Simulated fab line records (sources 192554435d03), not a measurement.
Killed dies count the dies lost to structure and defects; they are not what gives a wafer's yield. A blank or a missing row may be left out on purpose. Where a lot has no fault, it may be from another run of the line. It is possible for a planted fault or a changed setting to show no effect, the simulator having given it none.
fab line records ; flow n5-finfet
[record] lots = 6; wafers = 16; last-day = 20
route steps=1938 shown BEOL_M4@1048 PASSIVATION@1936
lots that met no fault: from a run of the same line without faults
start-h: hours from the record's opening day to when the first of the lot's shown wafers began ; wait-h: hours since the lot's step before ; " identical to the entry in the row above ; L1.1+2: several wafers, shown together as one row ; - no value present, or no start provided ; * or withheld: withheld ; < > ~ a bound
route shown NAME@n: a module of which the file shows steps, and the number in the route of the first ; usual: mean and standard deviation over wafers with no fault ; same: alike in all rows ; chamber/n: place in a boat ; sites: per-site readings ; _std_site: standard deviation across them ; _edge_site: outer sites' mean less inner sites' ; radius-mm: how far each site lies from the wafer's centre ; mask NAME#n: copy n ; behind: the last tool/chamber to shape the wafer ; hold: the reason the lot was held/the length of the hold in hours/how it ended ; device: whichever transistor did not switch (one of n, p or np) ; end of line: tests of these same wafers at the route's end ; where a step has no rows: the recipe by itself ; killed: the dies lost at the first sort to structure and to defects; this is not the yield of the wafer ; map: dies across one wafer; x = killed, . = not, _ = none there
set.NAME: the run value of the setting; set.NAME@STEP: its run value at that earlier step ; model.NAME: the simulator's own value behind a step, which no gauge read
lots seen at some steps along the route; tables by step, rows by wafer
services: a tool's chamber out of use, with start hour (start-h, from the record's first day; less than 0 if before it), hours out, and reason
[[steps]]
[step N5_BEOL_M4_COAT_68]
[recipe] resist = SiARC; temp-c = 220; time-s = 60; spin-rpm = 1500; resist-thk-nm = 12
[step N5_BEOL_M4_COAT_76]
[recipe] resist = underlayer; temp-c = 205; time-s = 60; spin-rpm = 1500; resist-thk-nm = 5
[step N5_BEOL_M4_COAT_22]
[recipe] resist = CAR-EUV; spin-rpm = 1500; resist-thk-nm = 30
[step N5_BEOL_M4_EBR_24]
[recipe] solvent = PGMEA; ebr-width-mm = 1.5
[step N5_BEOL_M4_SOFTBAKE_23]
[recipe] temp-c = 110; time-s = 60; resist = CAR-EUV
[step N5_BEOL_M4_EXPOSE_25]
[recipe] mask-id = V3; na = 0.33; source-shape = quasar; sigma-inner = 0.2; sigma-outer = 0.8; polarization = unpolarized; defocus-nm = 5; dose-mj = 63
[step N5_BEOL_M4_PEB_26]
[recipe] peb-temp-c = 100; peb-time-s = 60; resist = CAR-EUV
[step N5_BEOL_M4_DEVELOP_27]
[recipe] develop-time-s = 30; developer = TMAH; resist = CAR-EUV; rinse-liquid = surfactant-rinse; dry = air-spin; dev-temp-c = 23
[step N5_BEOL_M4_CD_MEAS_28]
[recipe] target-cd-nm = 26.2; landing-energy-ev = 500; detector = se-inlens; target-cd-y-nm = 24.1; polarity = opening
[usual] cd-nm = 26.13/0.24
lot.wafer;tool;chamber;start-h;wait-h;cd-nm
L120.1;cd-sem-01;0;200.37;-;26.06
L120.3;cd-sem-01;0;200.37;-;26.10
L121.4;cd-sem-02;0;203.23;-;26.25
L121.5;cd-sem-02;0;203.23;-;26.17
L126.1;cd-sem-02;0;233.85;-;26.14
L126.3;cd-sem-02;0;233.85;-;26.04
L126.4;cd-sem-02;0;233.85;-;26.36
L130.3;cd-sem-03;0;270.29;-;25.91
L130.5;cd-sem-03;0;270.29;-;26.26
L130.6;cd-sem-03;0;270.29;-;25.95
L137.1;cd-sem-03;0;323.93;-;26.13
L137.2;cd-sem-03;0;323.93;-;26.15
L137.3;cd-sem-03;0;323.93;-;26.11
L138.1;cd-sem-03;0;330.06;-;25.83
L138.3;cd-sem-03;0;330.06;-;26.12
L138.6;cd-sem-03;0;330.06;-;26.50
[step N5_BEOL_M4_OVL_MEAS_29]
[recipe] points-per-wafer = 522
[usual] V3_OVL = 0.1/0.65
lot.wafer;tool;chamber;start-h;wait-h;V3_OVL[nm]
L120.1;overlay-01;0;200.40;0.0;1.5
L120.3;overlay-01;0;200.40;0.0;0.7
L121.4;overlay-02;0;203.28;0.0;0.5
L121.5;overlay-02;0;203.28;0.0;0.3
L126.1;overlay-01;0;233.88;0.0;0.7
L126.3;overlay-01;0;233.88;0.0;0.5
L126.4;overlay-01;0;233.88;0.0;0.0
L130.3;overlay-02;0;270.33;0.0;0.0
L130.5;overlay-02;0;270.33;0.0;-0.4
L130.6;overlay-02;0;270.33;0.0;0.1
L137.1;overlay-01;0;323.96;0.0;0.7
L137.2;overlay-01;0;323.96;0.0;0.4
L137.3;overlay-01;0;323.96;0.0;1.2
L138.1;overlay-02;0;330.09;0.0;-0.2
L138.3;overlay-02;0;330.09;0.0;-0.2
L138.6;overlay-02;0;330.09;0.0;-0.8
[step N5_BEOL_M4_INSPECT_30]
[recipe] mode = adi; inspect-instrument = brightfield
[usual] raw-defect-count = 429/97
lot.wafer;tool;chamber;start-h;wait-h;raw-defect-count
L120.1;defect-inspect-02;-;200.46;0.1;499
L120.3;defect-inspect-02;-;200.46;0.1;375
L121.4;defect-inspect-02;-;203.32;0.0;363
L121.5;defect-inspect-02;-;203.32;0.0;339
L126.1;defect-inspect-02;-;233.94;0.1;423
L126.3;defect-inspect-02;-;233.94;0.1;396
L126.4;defect-inspect-02;-;233.94;0.1;555
L130.3;defect-inspect-02;-;270.38;0.0;360
L130.5;defect-inspect-02;-;270.38;0.0;360
L130.6;defect-inspect-02;-;270.38;0.0;502
L137.1;defect-inspect-01;-;324.02;0.1;457
L137.2;defect-inspect-01;-;324.02;0.1;312
L137.3;defect-inspect-01;-;324.02;0.1;348
L138.1;defect-inspect-02;-;330.15;0.1;390
L138.3;defect-inspect-02;-;330.15;0.1;262
L138.6;defect-inspect-02;-;330.15;0.1;326
[step N5_BEOL_M4_DESCUM_33]
[recipe] chemistry = O2; time-s = 7; source-power-w = 50; bias-power-w = 20; pressure-mtorr = 20; rf-frequency-hz = 2.712e+07; temp-c = 40; resist = CAR-EUV; o2-flow-sccm = 225
[usual] drypump-motor-current-A = 5.6/0.42; oes-product-au = 0.77/0.084; rf-vpp-V = 243.0/1.5; showerhead-plenum-p-Torr = 2.08/0.081; throttle-valve-pct = 20.45/0.27
lot.wafer;tool;chamber;start-h;wait-h;drypump-motor-current-A;oes-product-au;rf-hours-counter-h;rf-vpp-V;showerhead-plenum-p-Torr;throttle-valve-pct
L120.1;rie-diel-01;3;200.49;0.0;5.0;0.76;142;241.3;2.02;20.68
L120.3;rie-diel-01;0;200.49;0.0;6.2;0.68;241;243.5;2.17;20.77
L121.4;rie-diel-01;2;203.57;0.3;5.1;0.71;207;242.3;2.07;20.58
L121.5;rie-diel-01;1;203.57;0.3;5.8;0.80;-;244.8;2.19;20.15
L126.1;rie-diel-05;1;233.97;0.0;6.2;0.77;152;244.8;2.09;20.84
L126.3;rie-diel-05;3;233.97;0.0;5.4;0.66;248;242.7;1.98;20.50
L126.4;rie-diel-05;2;233.97;0.0;5.3;0.69;235;244.1;2.13;20.38
L130.3;rie-diel-04;1;270.41;0.0;6.1;0.70;207;240.2;1.99;20.65
L130.5;rie-diel-04;2;270.41;0.0;5.6;0.86;-;245.3;2.10;20.43
L130.6;rie-diel-04;3;270.41;0.0;5.5;0.75;-;241.8;2.02;20.64
L137.1;rie-diel-01;3;324.36;0.3;5.0;0.72;192;243.3;2.01;20.74
L137.2;rie-diel-01;0;324.36;0.3;6.2;0.92;27;243.6;2.16;20.36
L137.3;rie-diel-01;1;324.36;0.3;5.8;0.76;164;244.3;2.18;20.20
L138.1;rie-diel-05;3;330.19;0.0;5.5;0.94;28;245.4;2.24;20.03
L138.3;rie-diel-05;2;330.19;0.0;5.2;0.91;19;244.1;2.12;20.12
L138.6;rie-diel-05;0;330.19;0.0;5.2;0.70;-;240.5;1.94;20.19
[step N5_BEOL_M4_ETCH_77]
[recipe] chemistry = N2/H2; target = underlayer; target-depth-a = 65; mask-material = CAR-EUV; time-s = 5.2; ion-energy-ev = 200; pressure-mtorr = 30; source-w = 840; bias-w = 150; n2-flow-sccm = 200; h2-flow-sccm = 200; ends = cleared
[usual] drypump-motor-current-A = 5.6/0.42; etch-rf-on-time-s = 5.16/0.16; oes-product-au = 0.65/0.07; rf-vpp-V = 523.5/2.9; showerhead-plenum-p-Torr = 2.52/0.096; throttle-valve-pct = 17.85/0.29
lot.wafer;tool;chamber;start-h;wait-h;drypump-motor-current-A;etch-rf-on-time-s;oes-product-au;rf-hours-counter-h;rf-vpp-V;showerhead-plenum-p-Torr;throttle-valve-pct
L120.1;rie-diel-01;3;200.53;0.0;5.0;5.19;0.66;142;523.2;2.41;17.74
L120.3;rie-diel-01;0;200.53;0.0;6.2;5.86;0.54;241;525.3;2.59;17.95
L121.4;rie-diel-01;2;203.61;0.0;5.1;5.04;0.61;207;523.4;2.55;18.33
L121.5;rie-diel-01;1;203.61;0.0;5.8;6.28;0.62;-;527.9;2.69;17.76
L126.1;rie-diel-05;1;234.01;0.0;6.2;5.03;0.66;152;525.2;2.51;18.06
L126.3;rie-diel-05;3;234.01;0.0;5.5;5.43;0.57;248;520.8;2.36;17.59
L126.4;rie-diel-05;2;234.01;0.0;5.3;5.36;0.58;235;528.1;2.57;17.66
L130.3;rie-diel-04;1;270.44;0.0;6.1;5.19;0.61;207;520.7;2.42;18.15
L130.5;rie-diel-04;2;270.44;0.0;5.6;4.89;0.75;-;526.3;2.57;17.93
L130.6;rie-diel-04;3;270.44;0.0;5.5;4.89;0.66;-;520.2;2.42;17.81
L137.1;rie-diel-01;3;324.40;0.0;5.1;5.34;0.62;192;518.9;2.39;17.85
L137.2;rie-diel-01;0;324.40;0.0;6.2;5.08;0.77;27;524.2;2.57;17.51
L137.3;rie-diel-01;1;324.40;0.0;5.9;5.40;0.62;164;526.3;2.67;17.84
L138.1;rie-diel-05;3;330.22;0.0;5.5;4.90;0.79;28;527.4;2.66;17.13
L138.3;rie-diel-05;2;330.22;0.0;5.3;5.06;0.78;19;526.8;2.56;17.33
L138.6;rie-diel-05;0;330.22;0.0;5.1;5.28;0.60;-;521.2;2.40;17.95
[step N5_BEOL_M4_ETCH_69]
[recipe] chemistry = CF4; target = SiARC; target-depth-a = 156; mask-material = CAR-EUV; time-s = 26; ion-energy-ev = 80; pressure-mtorr = 40; source-w = 545; bias-w = 36; Ar_flow_sccm = 100; cf4-flow-sccm = 100; ends = cleared
[usual] drypump-motor-current-A = 5.6/0.42; etch-rf-on-time-s = 25.8/0.81; oes-product-au = 0.66/0.069; rf-vpp-V = 184.0/1.3; showerhead-plenum-p-Torr = 2.13/0.081; throttle-valve-pct = 15.64/0.23
lot.wafer;tool;chamber;start-h;wait-h;drypump-motor-current-A;etch-rf-on-time-s;oes-product-au;rf-hours-counter-h;rf-vpp-V;showerhead-plenum-p-Torr;throttle-valve-pct
L120.1;rie-diel-01;3;200.55;0.0;5.1;26.4;0.66;142;183.5;2.06;15.73
L120.3;rie-diel-01;0;200.55;0.0;6.2;25.2;0.59;241;184.8;2.20;15.86
L121.4;rie-diel-01;2;203.63;0.0;5.1;25.6;0.61;207;183.7;2.11;15.69
L121.5;rie-diel-01;1;203.63;0.0;5.8;26.6;0.68;-;184.3;2.25;15.43
L126.1;rie-diel-05;1;234.03;0.0;6.1;24.5;0.67;152;183.6;2.12;15.81
L126.3;rie-diel-05;3;234.03;0.0;5.5;26.5;0.56;248;182.4;2.04;15.68
L126.4;rie-diel-05;2;234.03;0.0;5.3;26.3;0.59;235;184.0;2.20;15.75
L130.3;rie-diel-04;1;270.46;0.0;6.2;25.6;0.61;207;182.3;2.06;16.00
L130.5;rie-diel-04;2;270.46;0.0;5.6;24.8;0.74;-;183.8;2.19;15.86
L130.6;rie-diel-04;3;270.46;0.0;5.5;24.1;0.66;-;181.7;2.04;15.66
L137.1;rie-diel-01;3;324.41;0.0;5.0;27.1;0.61;192;183.3;2.04;15.82
L137.2;rie-diel-01;0;324.41;0.0;6.2;25.3;0.78;27;183.7;2.19;15.38
L137.3;rie-diel-01;1;324.41;0.0;5.8;27.5;0.63;164;185.7;2.23;15.53
L138.1;rie-diel-05;3;330.24;0.0;5.4;24.8;0.80;28;185.8;2.29;15.19
L138.3;rie-diel-05;2;330.24;0.0;5.3;25.5;0.78;19;184.9;2.19;15.38
L138.6;rie-diel-05;0;330.24;0.0;5.1;26.2;0.59;-;181.6;2.02;15.54
[step N5_BEOL_M4_RC_MEAS_101]
[usual] DIBL_N = 36.5/2.1; DIBL_P = 36.6/2.6; IOFF_N = 0.17/0.044; IOFF_P = 0.21/0.048; ION_N = 674/17; ION_P = 462/9.5; SS_N = 71.6/0.77; SS_P = 73.5/0.72; VT_N = 250/4.2; VT_P = -250/3.9
lot.wafer;tool;chamber;start-h;wait-h;DIBL_N[mV/V];DIBL_P[mV/V];IOFF_N[nA/um];IOFF_P[nA/um];ION_N[uA/um];ION_P[uA/um];SS_N[mV/dec];SS_P[mV/dec];VT_N[mV];VT_P[mV]
L121.4;prober-01;0;222.54;0.5;36.1;34.2;0.15;0.22;664;464;72.0;73.1;253;-247
L121.5;prober-01;0;222.54;0.5;35.9;34.6;0.16;0.22;666;463;70.9;72.9;251;-248
L120.1;prober-02;0;227.58;0.0;37.2;37.7;0.14;0.20;667;462;71.1;73.0;253;-253
L120.3;prober-02;0;227.58;0.0;37.9;39.1;0.15;0.21;673;468;71.8;73.7;253;-252
L126.1;prober-01;0;252.08;0.0;36.8;34.5;0.16;0.19;677;456;71.7;72.7;249;-250
L126.3;prober-01;0;252.08;0.0;39.6;38.7;0.23;0.26;702;476;72.9;73.3;246;-246
L126.4;prober-01;0;252.08;0.0;34.7;32.9;0.15;0.18;698;472;71.5;73.0;251;-252
L130.3;prober-01;0;288.53;0.3;37.6;37.2;0.18;0.20;678;458;71.9;73.1;249;-251
L130.5;prober-01;0;288.53;0.3;35.9;35.8;0.17;0.20;695;473;71.0;73.6;244;-250
L130.6;prober-01;0;288.53;0.3;36.9;36.7;0.16;0.21;684;462;71.3;73.8;251;-253
L137.1;prober-01;0;331.27;0.0;39.5;41.0;0.27;0.30;694;472;72.7;73.4;245;-245
L137.2;prober-01;0;331.27;0.0;37.8;38.4;0.19;0.24;681;465;72.5;73.4;248;-249
L137.3;prober-01;0;331.27;0.0;37.0;38.4;0.19;0.23;702;479;71.4;72.9;246;-248
L138.1;prober-02;0;345.98;0.0;38.3;40.5;0.25;0.38;690;478;72.9;74.8;242;-240
L138.3;prober-02;0;345.98;0.0;35.2;33.6;0.15;0.20;658;449;72.6;72.4;251;-249
L138.6;prober-02;0;345.98;0.0;37.8;39.6;0.23;0.31;710;485;72.4;74.4;244;-243
[step N5_PASSIVATION_PROBE_49]
[usual] defect-limited-yield = 91.2/1.5; killed_at_M0_to_M3 = 36/10; killed_at_M4_up = 14/5.2; killed-at-contacts = 12/6; killed-at-front-end = 37/10; killed-at-other = 4/3.3; killed-dies = 104/18; killed-open = 68/14; killed-short = 34/7.4; sort_bin_4_leakage = 0.01/0.04; sort_bin_5_function = 5.2/1; sort_bin_6_memory = 3.3/0.7; sort-n-pass = 1076/18; sort-yield-pct = 91.2/1.5
[same] gross-dies = 1180; killed-at-back-side = 0; sort_bin_8_speed[%] = 0
lot.wafer;tool;chamber;start-h;wait-h;defect-limited-yield[%];killed_at_M0_to_M3;killed_at_M4_up;killed-at-contacts;killed-at-front-end;killed-at-other;killed-dies;killed-open;killed-short;sort_bin_4_leakage[%];sort_bin_5_function[%];sort_bin_6_memory[%];sort-n-pass;sort-yield-pct[%]
L121.4;prober-02;-;332.06;0.2;92.8;25;19;11;28;2;85;65;20;0;4.1;3.1;1095;92.8
L121.5;prober-02;-;332.11;0.2;90.2;46;16;9;42;3;116;62;52;0;5.3;3.7;1064;90.2
L120.1;prober-01;-;337.20;0.0;92.5;33;11;6;38;0;88;46;42;0;4.5;2.4;1092;92.5
L120.3;prober-01;-;337.30;0.1;92.6;30;12;2;41;2;87;62;25;0;4.5;2.7;1093;92.6
L126.1;prober-02;-;347.31;0.0;90.3;33;19;18;43;1;114;82;30;0;6.1;3.2;1066;90.3
L126.3;prober-02;-;347.41;0.1;87.8;40;24;26;49;5;144;88;49;0;6.8;4.7;1036;87.8
L126.4;prober-02;-;347.46;0.2;92.1;19;19;18;36;1;93;62;24;0;4.1;2.8;1087;92.1
L130.3;prober-01;-;401.30;0.1;90.5;30;15;14;48;5;112;76;35;0;5.0;4.1;1068;90.5
L130.5;prober-01;-;401.40;0.2;90.7;30;15;15;41;9;110;71;35;0;5.6;3.5;1070;90.7
L130.6;prober-01;-;401.45;0.3;91.8;36;13;17;25;6;97;67;29;0;3.7;4.1;1083;91.8
L137.2;prober-02;-;460.09;0.1;91.5;34;12;10;43;1;100;60;40;0;5.1;3.1;1080;91.5
L137.3;prober-02;-;460.14;0.1;90.9;51;13;13;29;1;107;68;39;0;5.6;2.9;1073;90.9
// killed by level:class
L121.4 MOL_CONTACT_COAG:geometric-particle:open=11 DUMMY_GATE:geometric-particle:open=9 BEOL_M0_SAQP:geometric-particle:open=8 BEOL_M3:geometric-particle:open=8 FIN_SAQP:geometric-particle:open=5 BEOL_M0_SAQP:geometric-particle:short=5 BEOL_M4:geometric-particle:short=5 BEOL_M4:geometric-particle:open=5
L121.5 BEOL_M0_SAQP:geometric-particle:short=19 BEOL_M0_SAQP:geometric-particle:open=14 ILD0:geometric-particle:open=10 FIN_SAQP:geometric-particle:short=9 BEOL_M4:geometric-particle:open=7 BEOL_M2:geometric-particle:open=6 MOL_CONTACT_COAG:geometric-particle:open=5 MOL_CONTACT_COAG:geometric-particle:short=4
L120.1 STI_FIN_REVEAL:geometric-particle:open=10 BEOL_M3:geometric-particle:short=8 BEOL_M0_SAQP:geometric-particle:short=7 FIN_SAQP:geometric-particle:short=6 BEOL_M4:geometric-particle:open=6 MOL_CONTACT_COAG:geometric-particle:open=6 BEOL_M3:geometric-particle:open=5 BEOL_M2:geometric-particle:short=4
L120.3 STI_FIN_REVEAL:geometric-particle:open=12 BEOL_M2:geometric-particle:open=11 FIN_SAQP:geometric-particle:short=9 FIN_SAQP:geometric-particle:open=5 GATE_CUT:geometric-particle:short=5 BEOL_M1:geometric-particle:open=5 BEOL_M2:geometric-particle:short=4 BEOL_M0:geometric-particle:open=3
L126.1 MOL_CONTACT_COAG:geometric-particle:open=17 STI_FIN_REVEAL:geometric-particle:open=9 FIN_SAQP:geometric-particle:open=8 FIN_SAQP:geometric-particle:short=8 BEOL_M5:geometric-particle:open=7 BEOL_M1:geometric-particle:open=6 BEOL_M3:geometric-particle:open=5 ILD0:geometric-particle:open=4
L126.3 MOL_CONTACT_COAG:geometric-particle:open=19 FIN_SAQP:geometric-particle:short=14 BEOL_M3:geometric-particle:open=11 FIN_SAQP:geometric-particle:open=10 MOL_CONTACT_COAG:geometric-particle:short=7 BEOL_M5:geometric-particle:open=7 BEOL_M0_SAQP:geometric-particle:open=6 BEOL_M0_SAQP:geometric-particle:short=6
L126.4 MOL_CONTACT_COAG:geometric-particle:open=16 FIN_SAQP:geometric-particle:open=9 HKMG_FIN:area-etch=6 FIN_SAQP:geometric-particle:short=5 BEOL_M1:geometric-particle:open=5 BEOL_M0:geometric-particle:open=4 STARTING-WAFER:geometric-particle:open=4 BEOL_M5:geometric-particle:open=4
L130.3 BEOL_M0_SAQP:geometric-particle:open=15 MOL_CONTACT_COAG:geometric-particle:open=12 FIN_SAQP:geometric-particle:open=11 FIN_SAQP:geometric-particle:short=11 BEOL_M4:geometric-particle:open=8 STI_FIN_REVEAL:geometric-particle:open=8 BEOL_M0_SAQP:geometric-particle:short=8 GATE_CUT:geometric-particle:short=4
L130.5 MOL_CONTACT_COAG:geometric-particle:open=12 STI_FIN_REVEAL:geometric-particle:open=10 BEOL_M0_SAQP:geometric-particle:short=9 FIN_SAQP:geometric-particle:open=8 BEOL_M0_SAQP:geometric-particle:open=8 FIN_SAQP:geometric-particle:short=5 STI_FIN_REVEAL:geometric-particle:short=5 BEOL_M3:geometric-particle:open=5
L130.6 MOL_CONTACT_COAG:geometric-particle:open=16 BEOL_M0_SAQP:geometric-particle:short=12 BEOL_M0_SAQP:geometric-particle:open=12 BEOL_M4:geometric-particle:open=9 BEOL_M3:geometric-particle:open=8 GATE_CUT:geometric-particle:short=4 STI_FIN_REVEAL:geometric-particle:open=3 STARTING-WAFER:geometric-particle:short=3
L137.2 BEOL_M2:geometric-particle:open=10 GATE_CUT:geometric-particle:short=9 GATE_CUT:geometric-particle:open=9 MOL_CONTACT_COAG:geometric-particle:open=9 FIN_SAQP:geometric-particle:short=8 FIN_SAQP:geometric-particle:open=5 STARTING-WAFER:geometric-particle:short=5 BEOL_M0_SAQP:geometric-particle:short=5
L137.3 MOL_CONTACT_COAG:geometric-particle:open=12 BEOL_M2:geometric-particle:open=11 BEOL_M0_SAQP:geometric-particle:short=9 BEOL_M1:geometric-particle:open=9 BEOL_M0_SAQP:geometric-particle:open=8 GATE_CUT:geometric-particle:short=7 FIN_SAQP:geometric-particle:short=6 BEOL_M3:geometric-particle:open=6
[[services]]
tool;chamber;start-h;hours;kind
rie-diel-04;2;196.85;3.7;repair
rie-diel-01;0;223.62;-;clean
rie-diel-01;0;223.62;-;consumable-replace:focus-ring
rie-diel-01;0;223.62;32.8;scheduled-down
rie-diel-01;0;223.62;32.8;vent-cycle
rie-diel-05;3;240.08;-;clean
rie-diel-05;3;240.08;-;consumable-replace:focus-ring
rie-diel-05;3;240.08;-;consumable-replace:showerhead
rie-diel-05;3;240.08;25.9;scheduled-down
rie-diel-05;3;240.08;25.9;vent-cycle
rie-diel-04;0;268.44;10.6;repair
rie-diel-05;2;269.41;-;clean
rie-diel-05;2;269.41;-;consumable-replace:focus-ring
rie-diel-05;2;269.41;16.1;scheduled-down
rie-diel-05;2;269.41;16.1;vent-cycle
rie-diel-04;3;273.77;2.0;repair
rie-diel-05;1;286.76;30.4;repair
rie-diel-01;1;313.20;6.2;repair
rie-diel-01;2;319.40;-;clean
rie-diel-01;2;319.40;-;consumable-replace:focus-ring
rie-diel-01;2;319.40;19.2;scheduled-down
rie-diel-01;2;319.40;19.2;vent-cycle
[[key]]
[first-sign] step = N5_BEOL_M4_ETCH_77; reading = etch-rf-on-time-s; direction = up; sigmas = 5.8; usual = *; struck = *
effect none on later readings
met-at N5_BEOL_M4_ETCH_77
struck-wafers L120.3,L121.5
[fault] kind = process-parameter-drift; tool = rie-diel-01; chamber = -; onset-h = 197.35; steps = N5_BEOL_M4_ETCH_77; channel = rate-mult; offset = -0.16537; shape = step; end-h = 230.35; scope = struck-wafers-only
